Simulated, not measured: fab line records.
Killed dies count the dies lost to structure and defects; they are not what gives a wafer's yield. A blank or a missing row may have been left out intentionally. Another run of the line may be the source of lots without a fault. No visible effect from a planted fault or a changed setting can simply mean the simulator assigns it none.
The tool behind it: which one? | flow n5_finfet | 30 wafers from 10 lots sampled at 6 of the route's 1938 steps

## WHAT THE GAUGES READ, wafer by wafer
N5_BEOL_M1_CD_MEAS_18: pitch 36 nm, target cd 18 nm.
lot  | measured     | on        | cd_nm (nm)
L621 | day 6 04:44  | cd_sem-03 | 17.9 17.7 18.1
L622 | day 6 10:40  | cd_sem-01 | 18.4 18.1 17.8
L623 | day 6 16:20  | cd_sem-01 | 17.3 17.6 17.9
L627 | day 7 15:38  | cd_sem-01 | 17.7 17.8 17.9
L628 | day 8 00:49  | cd_sem-01 | 18.5 17.8 18.1
L630 | day 8 08:17  | cd_sem-02 | 17.8 17.7 18.0
L629 | day 8 13:26  | cd_sem-02 | 18.5 18.3 18.6
L632 | day 8 17:54  | cd_sem-02 | 18.1 18.4 17.8
L639 | day 10 23:33 | cd_sem-01 | 18.1 18.3 17.5
L641 | day 11 06:13 | cd_sem-01 | 18.4 18.1 17.8

N5_BEOL_M1_OVL_MEAS_29.
lot  | measured     | on         | V0_OVL (nm)
L621 | day 6 05:13  | overlay-01 | -0.8 0.2 0.7
L622 | day 6 11:02  | overlay-01 | -0.6 -0.5 -0.2
L623 | day 6 16:41  | overlay-02 | 1.1 1.2 0.3
L627 | day 7 16:07  | overlay-02 | 10.6 11.7 11.7
L628 | day 8 01:10  | overlay-01 | 11.2 12.0 11.0
L630 | day 8 08:45  | overlay-01 | -1.0 -0.6 -0.9
L629 | day 8 13:55  | overlay-02 | 11.6 11.6 10.6
L632 | day 8 18:23  | overlay-01 | 0.3 -0.7 0.0
L639 | day 10 23:55 | overlay-01 | 0.8 -0.6 -1.1
L641 | day 11 06:34 | overlay-02 | 0.5 0.4 0.6

N5_BEOL_M4_RC_MEAS_101.
lot  | measured     | on        | DIBL_N (mV/V)  | DIBL_P (mV/V)  | IOFF_N (nA/um) | IOFF_P (nA/um) | ION_N (uA/um) | ION_P (uA/um) | SS_N (mV/dec)  | SS_P (mV/dec)  | VT_N (mV)   | VT_P (mV)
L621 | day 8 00:26  | prober-02 | 35.2 37.8 35.8 | 33.4 36.8 34.4 | 0.12 0.17 0.14 | 0.18 0.23 0.19 | 658 676 672   | 453 464 459   | 71.4 71.9 71.5 | 72.0 73.4 72.6 | 252 248 252 | -254 -248 -250
L622 | day 8 03:04  | prober-01 | 35.5 35.7 34.9 | 35.7 35.9 34.7 | 0.15 0.15 0.13 | 0.20 0.21 0.19 | 662 661 655   | 458 459 450   | 71.6 71.4 71.9 | 73.3 72.8 72.6 | 250 254 251 | -251 -251 -251
L623 | day 8 07:41  | prober-02 | 32.6 32.3 32.3 | 31.7 31.6 31.5 | 0.10 0.10 0.10 | 0.15 0.15 0.15 | 651 653 664   | 456 453 456   | 70.0 69.8 70.1 | 72.0 71.8 72.1 | 259 256 257 | -256 -253 -254
L627 | day 9 08:29  | prober-01 | 34.8 36.4 36.4 | 35.7 37.8 36.9 | 0.14 0.16 0.17 | 0.19 0.22 0.21 | 674 675 680   | 460 467 458   | 71.6 71.6 70.6 | 72.7 73.9 73.1 | 251 249 247 | -250 -249 -251
L628 | day 10 03:58 | prober-02 | 31.6 33.2 33.5 | 31.6 33.4 34.0 | 0.11 0.13 0.14 | 0.16 0.18 0.20 | 650 660 668   | 451 457 458   | 71.4 70.7 71.6 | 72.7 72.2 73.1 | 258 252 251 | -253 -251 -248
L630 | day 11 02:29 | prober-02 | 36.2 40.1 39.7 | 34.9 40.8 37.9 | 0.14 0.23 0.20 | 0.16 0.26 0.21 | 668 681 677   | 452 462 453   | 71.8 72.4 73.6 | 73.0 73.9 73.3 | 253 245 252 | -257 -251 -252
L629 | day 11 13:41 | prober-02 | 36.3 34.7 33.9 | 35.8 33.7 32.3 | 0.16 0.13 0.11 | 0.24 0.20 0.17 | 670 658 627   | 465 463 450   | 72.2 71.6 72.0 | 72.4 72.2 72.4 | 252 251 259 | -246 -250 -250
L632 | day 11 15:45 | prober-01 | 36.1 35.3 37.2 | 37.2 36.9 38.8 | 0.15 0.16 0.19 | 0.21 0.21 0.23 | 664 692 683   | 455 476 462   | 71.5 71.4 72.4 | 73.3 73.0 73.6 | 249 247 246 | -251 -251 -249
L639 | day 14 07:01 | prober-02 | 37.0 34.8 38.7 | 38.8 34.8 38.5 | 0.20 0.15 0.24 | 0.25 0.19 0.24 | 682 666 676   | 462 454 458   | 71.8 71.2 72.4 | 74.3 74.1 74.0 | 247 249 244 | -248 -252 -249
L641 | day 13 08:12 | prober-02 | 36.1 35.3 33.6 | 35.6 35.6 32.8 | 0.18 0.17 0.13 | 0.19 0.19 0.15 | 695 681 672   | 465 459 451   | 71.7 71.2 71.2 | 73.0 72.9 72.8 | 246 247 252 | -253 -252 -256

## EACH LOT AND THE TOOL THAT RAN IT (in order: tool; ch and the chambers of the sampled wafers; start)
lot  | N5_BEOL_M1_EXPOSE_25              | N5_BEOL_M1_ETCH_69                 | N5_BEOL_M1_ALD_98
L621 | euv_scanner-01 ch 0, day 6 05:02  | rie_diel-03 ch 0,1,3, day 6 05:29  | ald_sin-01 ch 0,1,2, day 6 05:34
L622 | euv_scanner-01 ch 0, day 6 10:52  | rie_diel-01 ch 0,2,3, day 6 11:10  | ald_sin-04 ch 0,1,3, day 6 11:28
L623 | euv_scanner-01 ch 0, day 6 16:31  | rie_diel-01 ch 1,2,3, day 6 16:49  | ald_sin-04 ch 1,3, day 6 16:55
L627 | euv_scanner-01 ch 0, day 7 15:56  | rie_diel-03 ch 0,1,2, day 7 16:15  | ald_sin-01 ch 0,1, day 7 16:20
L628 | euv_scanner-01 ch 0, day 8 00:59  | rie_diel-04 ch 2,3, day 8 01:19    | ald_sin-04 ch 0,1,3, day 8 01:26
L630 | euv_scanner-02 ch 0, day 8 08:35  | rie_diel-01 ch 1,2,3, day 8 08:56  | ald_sin-02 ch 1,3, day 8 09:07
L629 | euv_scanner-01 ch 0, day 8 13:44  | rie_diel-01 ch 1,3, day 8 14:03    | ald_sin-01 ch 0,1,2, day 8 14:08
L632 | euv_scanner-02 ch 0, day 8 18:13  | rie_diel-03 ch 0,2,3, day 8 18:32  | ald_sin-02 ch 0,3, day 8 18:40
L639 | euv_scanner-02 ch 0, day 10 23:44 | rie_diel-04 ch 0,3, day 11 00:02   | ald_sin-04 ch 2,3, day 11 00:08
L641 | euv_scanner-02 ch 0, day 11 06:23 | rie_diel-03 ch 0,1,3, day 11 06:44 | ald_sin-04 ch 0,1, day 11 06:49
- N5_BEOL_M1_EXPOSE_25: exposes mask V0, defocus 5 nm, target cd 24 nm.
- N5_BEOL_M1_ETCH_69: etches SiARC in CF4, target depth 15.6 nm, time 26 s.
- N5_BEOL_M1_ALD_98: deposits SiO2, target thk 2.5 nm, pulse time 1 s, co reactant pulse time 1 s.

## AS READ BY THE TOOLS THEMSELVES (means over the sampled wafers that have a number; for cases with no such wafer, the mark the record gives instead)
N5_BEOL_M1_ETCH_69.
lot  | tool        | drypump_motor_current_A (A) | etch_rf_on_time_s (s) | oes_product_au (a.u.) | rf_fwd_power_W (W) | rf_vpp_V (V) | showerhead_plenum_p_Torr (Torr) | throttle_valve_pct (%)
L621 | rie_diel-03 | 6.0                         | 26.4                  | 0.69                  | 532.4              | 185.1        | 2.15                            | 15.35
L622 | rie_diel-01 | 5.7                         | 26.2                  | 0.69                  | 532.9              | 183.8        | 2.15                            | 15.52
L623 | rie_diel-01 | 5.5                         | 26.4                  | 0.66                  | 532.8              | 183.7        | 2.10                            | 15.49
L627 | rie_diel-03 | 6.1                         | 26.6                  | 0.69                  | 530.8              | 183.4        | 2.13                            | 15.38
L628 | rie_diel-04 | 6.7                         | 26.4                  | 0.73                  | 530.9              | 183.3        | 2.10                            | 15.38
L630 | rie_diel-01 | 5.5                         | 26.8                  | 0.65                  | 532.4              | 182.8        | 2.10                            | 15.53
L629 | rie_diel-01 | 5.9                         | 26.3                  | 0.70                  | 529.2              | 183.5        | 2.09                            | 15.58
L632 | rie_diel-03 | 6.5                         | 26.6                  | 0.65                  | 531.5              | 184.8        | 2.10                            | 15.58
L639 | rie_diel-04 | 6.3                         | 26.2                  | 0.66                  | 531.9              | 183.6        | 2.12                            | 15.53
L641 | rie_diel-03 | 6.1                         | 26.5                  | 0.66                  | 532.4              | 184.5        | 2.14                            | 15.42

N5_BEOL_M1_ALD_98.
lot  | tool       | heater_power_w (W) | precursor_pulse_height_rel
L621 | ald_sin-01 | 81                 | 0.996
L622 | ald_sin-04 | 78                 | 1.008
L623 | ald_sin-04 | 83                 | 1.004
L627 | ald_sin-01 | 80                 | 0.993
L628 | ald_sin-04 | 79                 | 1.007
L630 | ald_sin-02 | 75                 | 1.011
L629 | ald_sin-01 | 81                 | 1.009
L632 | ald_sin-02 | 72                 | 1.008
L639 | ald_sin-04 | 86                 | 0.988
L641 | ald_sin-04 | 76                 | 0.984

## THE ANSWER, worked out from the rows above alone
Rule: the lots themselves supply what counts as usual. The widest of any qualifying gaps counts: lots, ordered by their means at a reading, are off when they make up no more than a third of the lots, leave a main group of 4 or more, and stand apart from it by 3 or more times the standard deviation of that group's means. The tables above print the reading to a certain number of digits; a main group whose means all agree to those digits is not used. A lot without any number at a reading at which 4 lots or more have one is off too. Any other lot the step has rows for is counted as sound. Order of review: gauges by route order, followed by the tools' own readings, for which a lot's mean as printed above is used. The first step at which some lot is off is used, and at that step the reading that is off furthest; a lot without a number counts as furthest.
Off: L627, L628, L629, at N5_BEOL_M1_OVL_MEAS_29 (V0_OVL). The main group has a mean of -0.0 nm with a standard deviation of 0.53.
If a tool, at a process step before that reading, ran all the lots that are off and no sound lot after the first of them, it fits. Gauges at N5_BEOL_M1_OVL_MEAS_29: tried the same way as those tools. One candidate fits, namely euv_scanner-01 at N5_BEOL_M1_EXPOSE_25. A fault onset in the window from L623 (day 6 16:31, its last sound lot) to L627 (day 7 15:56, its first lot off) fits.

## WHAT HAD BEEN PUT IN BY THE SIMULATOR
Scanner matching overlay: euv_scanner-01, from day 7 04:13 on, at N5_BEOL_M1_EXPOSE_25. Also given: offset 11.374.
Lots struck among those shown: L627, L628, L629. The rule given above showed the same thing.
